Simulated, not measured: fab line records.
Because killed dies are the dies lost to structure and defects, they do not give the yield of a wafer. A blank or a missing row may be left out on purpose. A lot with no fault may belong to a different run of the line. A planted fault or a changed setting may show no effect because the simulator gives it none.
A struck lot beside a sound one -- flow nand_harc -- 15 out of 1302 route steps
Sound: wafers L375.1, L375.3, L375.4. Struck: wafer L390.3. (L390.2, L390.5 of the same lot were not struck and are left out.) The cause comes at the end.
Per side, at each step with rows, come the tool, then ch with its chambers, and then its first start. Under that, the readings that differ: sound wafers -- struck wafers -- difference of the means -- sigmas: that difference in standard deviations of wafers without a fault.
alike: readings whose means differ by less than 2 such deviations, and words and numbers that are the same on both sides. not compared: withheld readings, readings that some wafer has no value for, bounds like >300 that may hide the same value, and numbers for which the record gives no deviation and whose values overlap.
A row with sigmas, a row that says differs or no value, or rows on one side alone: a step with any of these is where the two part. Non-overlapping numbers with no deviation appear without sigmas and do not part them. A reading that every wafer of one side lacks parts them only if that side has two wafers or more.

first, 1 step without rows for these wafers: NHARC_A_ONON_D1_DEP_03 (target thk 1000 nm).
NHARC_A_ONON_D1_THK_MEAS_05: measures by ellipsometry.
  sound on film_metro-02, day 8 01:37; struck on film_metro-02, day 14 11:28
  alike: thk_nm
then, no rows for these wafers at 1 step: NHARC_A_ONON_D1_DEP_06 (target thk 1000 nm).
NHARC_A_ONON_D1_THK_MEAS_08: measures by ellipsometry.
  sound on film_metro-01, day 8 02:11; struck on film_metro-02, day 14 12:01
  alike: thk_nm
then, no rows for these wafers at 1 step: NHARC_A_ONON_D1_DEP_09 (target thk 1000 nm).
NHARC_A_ONON_D1_THK_MEAS_11: measures by ellipsometry.
  sound on film_metro-02, day 8 02:46; struck on film_metro-02, day 14 12:36
  alike: thk_nm
then, no rows for these wafers at 1 step: NHARC_A_ONON_D1_DEP_12 (target thk 1000 nm).
NHARC_A_ONON_D1_THK_MEAS_14: measures by ellipsometry.
  sound on film_metro-01, day 8 03:19; struck on film_metro-02, day 14 13:11
  alike: thk_nm
then, 2 steps without rows for these wafers: NHARC_A_ONON_D1_ANNEAL_15 (time 3600 s); NHARC_A_ONON_D1_DEP_16 (target thk 1000 nm).
NHARC_A_ONON_D1_THK_MEAS_18: measures by ellipsometry.
  sound on film_metro-02, day 8 11:18; struck on film_metro-02, day 14 21:59
  alike: thk_nm
NHARC_A_ONON_D1_DEP_19: target thk 1000 nm.
  sound on pecvd_onon-03 ch 0, day 8 11:22; struck on pecvd_onon-03 ch 0, day 14 22:07
NHARC_A_ONON_D1_THK_MEAS_21: measures by ellipsometry.
  sound on film_metro-01, day 8 11:52; struck on film_metro-02, day 14 22:34
reading,sound,struck,difference,sigmas
thk_nm (nm),996 997 997,615,-382,-32
then, no rows for these wafers at 1 step: NHARC_A_ONON_D1_DEP_22 (target thk 1000 nm).
-- jump in the record: it breaks off in module A_ONON_D1 and resumes in module END (first step shown: number 1302 of the route), and 16 days separate the struck wafers' starts before and after --
NHARC_END_SORT_01:
  at this point the record logs the struck wafers (prober-02 ch 0, day 30 15:34) and has no rows for the sound ones

WHERE THEY PART
At NHARC_A_ONON_D1_THK_MEAS_21 first; at NHARC_END_SORT_01 last (within this record only).

WHY: what had been put in by the simulator
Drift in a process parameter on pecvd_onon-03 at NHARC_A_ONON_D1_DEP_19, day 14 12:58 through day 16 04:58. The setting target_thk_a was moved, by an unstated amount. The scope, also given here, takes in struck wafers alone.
